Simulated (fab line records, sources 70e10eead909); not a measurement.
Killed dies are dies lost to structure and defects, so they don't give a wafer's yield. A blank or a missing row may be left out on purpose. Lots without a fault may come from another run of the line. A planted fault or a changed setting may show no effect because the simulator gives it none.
Chamber matching | flow nand_harc | NHARC_A_STAIRCASE_DESCUM_219 on rie_diel-12: 4 sister chambers
The step chemistry O2, time 3 s. 14 wafers are shown with their chamber, then 7 later ones without.

WAFERS WITH THEIR CHAMBER
wafer  | chamber | drypump_motor_current_A (A) | showerhead_plenum_p_Torr (Torr) | oes_product_au (a.u.)
L074.1 | 3       | 5.7                         | 1.96                            | 0.985
L074.3 | 0       | 6.3                         | 2.07                            | 1.010
L074.5 | 2       | 5.3                         | 1.88                            | 1.001
L078.1 | 3       | 5.7                         | 1.95                            | 1.004
L078.3 | 1       | 5.8                         | 2.03                            | 1.013
L078.6 | 1       | 5.8                         | 2.03                            | 1.001
L080.3 | 2       | 5.3                         | 1.87                            | 1.010
L080.5 | 0       | 6.3                         | 2.06                            | 1.010
L080.6 | 2       | 5.3                         | 1.87                            | 1.002
L082.1 | 2       | 5.3                         | 1.87                            | 0.988
L082.2 | 3       | 5.6                         | 1.95                            | 1.007
L082.5 | 2       | 5.3                         | 1.87                            | 0.992
L092.2 | 1       | 5.8                         | 2.01                            | 0.997
L092.3 | 3       | 5.6                         | 1.94                            | 1.004

SIGNATURES (means of the wafers above)
reading                  | chamber 0 | chamber 1 | chamber 2 | chamber 3 | scatter within a chamber
drypump_motor_current_A  | 6.300     | 5.800     | 5.300     | 5.650     | 0.0316
showerhead_plenum_p_Torr | 2.0650    | 2.0233    | 1.8720    | 1.9500    | 0.00772
oes_product_au           | 1.01000   | 1.00367   | 0.99860   | 1.00000   | 0.00865
Rule: a wafer's distance from a chamber is the root of the sum, over the readings, of the square of ((its reading less the chamber's mean) divided by the reading's scatter). The wafer belongs to the nearest chamber; if the next one is less than 2 further off, it can't be placed. The scatter: the root of (the sum of the squares of (reading less its chamber's mean) over the shown wafers, divided by (wafers less chambers)).

WAFERS WITHOUT THEIR CHAMBER
wafer  | drypump_motor_current_A (A) | showerhead_plenum_p_Torr (Torr) | oes_product_au (a.u.)
L092.5 | 5.7                         | 1.94                            | 1.006
L093.1 | 5.7                         | 1.94                            | 1.008
L093.4 | 5.6                         | 1.94                            | 1.014
L093.6 | 5.3                         | 1.86                            | 0.996
L097.1 | 5.3                         | 1.86                            | 0.991
L097.2 | 5.8                         | 2.01                            | 0.998
L097.4 | 5.6                         | 1.94                            | 1.002

WHICH CHAMBER EACH WENT THROUGH
wafer  | from the rows above | in truth
L092.5 | 3                   | 3
L093.1 | 3                   | 3
L093.4 | 3                   | 3
L093.6 | 2                   | 2
L097.1 | 2                   | 2
L097.2 | 1                   | 1
L097.4 | 3                   | 3
Placed correctly: 7 of 7. Can't be placed from these rows: 0. Placed wrongly: 0.
